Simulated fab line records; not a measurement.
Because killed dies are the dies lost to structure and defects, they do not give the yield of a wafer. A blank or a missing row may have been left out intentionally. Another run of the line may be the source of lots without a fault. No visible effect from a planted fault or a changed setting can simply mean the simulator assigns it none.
A struck lot beside a sound one + flow n5-finfet + 31 steps out of a route of 1938
Sound: these wafers, L868.2, L868.3, L868.5. Struck: wafer L875.3 (left out: L875.2, L875.6 of the same lot, which were not struck); the cause appears at the end.
At each step with rows: each side's tool, then ch and its chambers, then its first start. Under that, the readings that differ: sound wafers + struck wafers + difference of the means + sigmas: that difference in standard deviations of wafers without a fault.
alike: same words and numbers on both sides, and readings whose means sit less than 2 such deviations apart. not compared: any withheld reading, any reading some wafer has no value for, any bound like >300 that may hide the same value, and any number with overlapping values for which the record gives no deviation.
A row with sigmas, a row that says differs or no value, or rows on one side alone: a step with any of these is where the two part. When numbers do not overlap yet have no deviation, they are printed without sigmas and do not part them. Lack of a reading on every wafer of one side parts them only where that side has two or more wafers.

first, 4 steps without rows for these wafers: N5_FIN_SAQP_PRECLEAN_42 (cleans in O3/DIW, time 60 s); N5_FIN_SAQP_PRECLEAN_00 (cleans in SC1, time 60 s); N5_FIN_SAQP_PRECLEAN_44 (cleans in SC2, time 45 s); N5_FIN_SAQP_SRD_01 (time 30 s).
N5_FIN_SAQP_ALD_61: deposits SiO2, target thk 4 nm, pulse time 1 s, purge time 2 s.
  sound on ald-sin-04 ch 0,2,3, day 1 20:36; struck on ald-sin-01 ch 1, day 3 15:04
  alike: heater-power-w, precursor-pulse-height-rel
  not compared: since-wet-clean-h
N5_FIN_SAQP_DENSIFY_62: time 60 s.
  sound on rtp-anneal-02 ch 0, day 1 20:50; struck on rtp-anneal-01 ch 0, day 3 15:18
  alike: lamp-power-pct, lamp_zone_4_pct, lamp_zone_7_pct, wafer_temp_C_max
then, 1 step without rows for these wafers: N5_FIN_SAQP_HM_DEP_03 (deposits SiNx from SiH4/NH3/N2, target thk 38 nm, time 33.6 s).
N5_FIN_SAQP_THK_MEAS_05:
  sound: film-metro-01 at day 1 21:07; struck: film-metro-01 at day 3 15:35
  alike: thk-nm
then, 1 step without rows for these wafers: N5_FIN_SAQP_PECVD_47 (deposits a-Si from SiH4/He, target thk 45 nm, time 36.3 s).
N5_FIN_SAQP_PECVD_48: deposits SiNx from SiH4/NH3/N2, target thk 25 nm, time 22.1 s.
  sound on pecvd-01 ch 0,1, day 1 21:13; struck on pecvd-03 ch 1, day 3 15:40
  alike: heater-power-w, showerhead-plenum-p-Torr, throttle-valve-pct
  not compared: since-wet-clean-h
N5_FIN_SAQP_PECVD_06: deposits a-Si from SiH4/He, target thk 60 nm, time 48.1 s.
  sound on pecvd-01 ch 0,1, day 1 21:16; struck on pecvd-03 ch 1, day 3 15:42
  alike: heater-power-w, showerhead-plenum-p-Torr, throttle-valve-pct
  not compared: since-wet-clean-h
N5_FIN_SAQP_THK_MEAS_07:
  sound: film-metro-02 at day 1 21:23; struck: film-metro-01 at day 3 15:47
| reading     | sound          | struck | difference | sigmas |
|-------------|----------------|--------|------------|--------|
| thk-nm (nm) | 58.8 60.7 60.7 | 57.8   | -2.3       | -3     |
N5_FIN_SAQP_HM_DEP_72: deposits SiO2 from SiH4/N2O, target thk 12 nm, time 7.2 s.
  sound on pecvd-04 ch 1,2, day 1 21:25; struck on pecvd-04 ch 0, day 3 15:50
| reading                                      | sound             | struck | difference | sigmas |
|----------------------------------------------|-------------------|--------|------------|--------|
| model.SiO2_of_FIN_SAQP_HM_DEP_72.thk-nm (nm) | 12.22 12.06 12.04 | 8.798  | -3.309     |        |
  alike: heater-power-w, showerhead-plenum-p-Torr
  not compared: since-wet-clean-h
then, 8 steps without rows for these wafers: N5_FIN_SAQP_COAT_49 (time 60 s, resist thk 100 nm); N5_FIN_SAQP_COAT_50 (time 60 s, resist thk 35 nm); N5_FIN_SAQP_COAT_10 (resist thk 90 nm); N5_FIN_SAQP_EBR_12; N5_FIN_SAQP_SOFTBAKE_11 (time 60 s); N5_FIN_SAQP_EXPOSE_13 (exposes mask FIN CORE, target cd 35.6 nm); N5_FIN_SAQP_PEB_14 (peb time 60 s); N5_FIN_SAQP_DEVELOP_15 (develop time 30 s).
N5_FIN_SAQP_CD_MEAS_16: the cd target is 35.6 nm.
  sound on cd-sem-03 ch 0, day 1 21:52; struck on cd-sem-02 ch 0, day 3 16:17
  alike: cd-nm
N5_FIN_SAQP_OVL_MEAS_17:
  sound on overlay-02 ch 0, day 1 21:55; struck on overlay-02 ch 0, day 3 16:19
  alike: FIN_CORE_OVL
N5_FIN_SAQP_INSPECT_18: inspects for defects (brightfield).
  sound: defect-inspect-01 at day 1 21:56; struck: defect-inspect-01 at day 3 16:20
  alike: raw-defect-count
N5_FIN_SAQP_DESCUM_21: chemistry O2, time 7.9 s.
  sound on rie-diel-01 ch 1,2,3, day 1 22:13; struck on rie-diel-01 ch 2, day 3 16:22
  alike: drypump-motor-current-A, oes-product-au, rf-vpp-V, showerhead-plenum-p-Torr, throttle-valve-pct
  not compared: rf-hours-counter-h
then, 3 steps without rows for these wafers: N5_FIN_SAQP_ETCH_51 (etches SiARC in CF4, target depth 45.5 nm, time 75.8 s); N5_FIN_SAQP_ETCH_52 (etches SOC in N2/H2, target depth 100 nm, overetch 20 nm, time 150 s); N5_FIN_SAQP_STRIP_53 (strips in N2/H2).
N5_FIN_SAQP_HM_OPEN_73: chemistry CHF3/O2, target SiO2, stops on a-Si, target depth 12 nm, time 16.8 s.
  sound on rie-diel-01 ch 1,2,3, day 1 22:25; struck on rie-diel-01 ch 2, day 3 16:34
| reading                  | sound             | struck | difference | sigmas |
|--------------------------|-------------------|--------|------------|--------|
| model.etch.depth-nm (nm) | 12.22 12.06 12.04 | 8.798  | -3.309     |        |
  alike: drypump-motor-current-A, oes-product-au, rf-vpp-V, showerhead-plenum-p-Torr, throttle-valve-pct
  not compared: rf-hours-counter-h
then, 2 steps without rows for these wafers: N5_FIN_SAQP_STRIP_74 (strips in CHF3/O2); N5_PASSIVATION_PROBE_49.

WHERE THEY PART
Only at N5_FIN_SAQP_THK_MEAS_07, as far as this record shows. Later steps at which nothing parts them and some readings are alike: N5_FIN_SAQP_HM_DEP_72, N5_FIN_SAQP_CD_MEAS_16, N5_FIN_SAQP_OVL_MEAS_17, N5_FIN_SAQP_INSPECT_18, N5_FIN_SAQP_DESCUM_21, N5_FIN_SAQP_HM_OPEN_73.

WHY: the cause the simulator had injected
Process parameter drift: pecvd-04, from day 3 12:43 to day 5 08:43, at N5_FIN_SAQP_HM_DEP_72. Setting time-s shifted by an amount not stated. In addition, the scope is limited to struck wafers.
